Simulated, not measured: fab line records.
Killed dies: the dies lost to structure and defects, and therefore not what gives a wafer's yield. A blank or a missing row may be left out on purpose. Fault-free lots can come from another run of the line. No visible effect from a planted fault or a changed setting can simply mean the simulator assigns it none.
Chamber matching	flow n5 finfet	rie diel-01 running N5_PMOS_HMC_CHANNEL_EPI_ETCH_32: 4 sister chambers
The step etches BARC in N2/H2, stops on SiO2, target depth 85.8 nm, time 50.3 s. 18 wafers are shown with their chamber, then 9 later ones without.

== EACH WAFER AND ITS CHAMBER ==
wafer	chamber	showerhead plenum p Torr (Torr)	throttle valve pct (%)	drypump motor current A (A)
L074.1	1	2.50	17.59	6.0
L074.3	3	2.64	17.63	5.7
L074.6	0	2.71	17.73	5.3
L076.1	1	2.50	17.61	6.0
L076.4	3	2.64	17.63	5.7
L076.6	3	2.64	17.63	5.7
L079.2	1	2.49	17.62	6.0
L079.4	0	2.70	17.75	5.4
L079.6	3	2.64	17.65	5.7
L083.2	0	2.70	17.76	5.3
L083.3	3	2.63	17.65	5.7
L083.4	2	2.57	18.11	5.4
L084.1	3	2.63	17.66	5.7
L084.2	1	2.49	17.64	6.0
L084.3	2	2.57	18.12	5.4
L086.1	2	2.56	18.14	5.5
L086.2	1	2.49	17.66	6.0
L086.4	3	2.63	17.67	5.7

SIGNATURES (means of the wafers above)
reading	chamber 0	chamber 1	chamber 2	chamber 3	scatter within a chamber
showerhead plenum p Torr	2.7033	2.4940	2.5667	2.6357	0.00551
throttle valve pct	17.7467	17.6240	18.1233	17.6457	0.0197
drypump motor current A	5.333	6.000	5.433	5.700	0.0309
Rule: distance of a wafer from a chamber = root of the sum over the readings of ((wafer's reading minus chamber's mean) / reading's scatter) squared. If the next closest chamber is less than 2 further off than the closest, the wafer can't be placed; otherwise it belongs to the closest. The scatter is the square root of a quotient: the sum, over the shown wafers, of each reading's squared deviation from its chamber's mean, divided by wafers minus chambers.

== WAFERS MISSING THEIR CHAMBER ==
wafer	showerhead plenum p Torr (Torr)	throttle valve pct (%)	drypump motor current A (A)
L087.1	2.70	17.77	5.3
L087.5	2.70	17.77	5.3
L087.6	2.63	17.66	5.7
L095.1	2.48	17.67	6.0
L095.2	2.69	17.81	5.3
L095.6	2.69	17.79	5.3
L096.1	2.69	17.82	5.4
L096.2	2.48	17.67	6.0
L096.5	2.56	18.15	5.4

== THE CHAMBER EACH PASSED THROUGH ==
wafer	from the rows above	in truth
L087.1	0	0
L087.5	0	0
L087.6	3	3
L095.1	1	1
L095.2	0	0
L095.6	0	0
L096.1	0	0
L096.2	1	1
L096.5	2	2
Correctly placed: 9 of 9. From these rows, 0 cannot be placed. Number placed wrongly: 0.
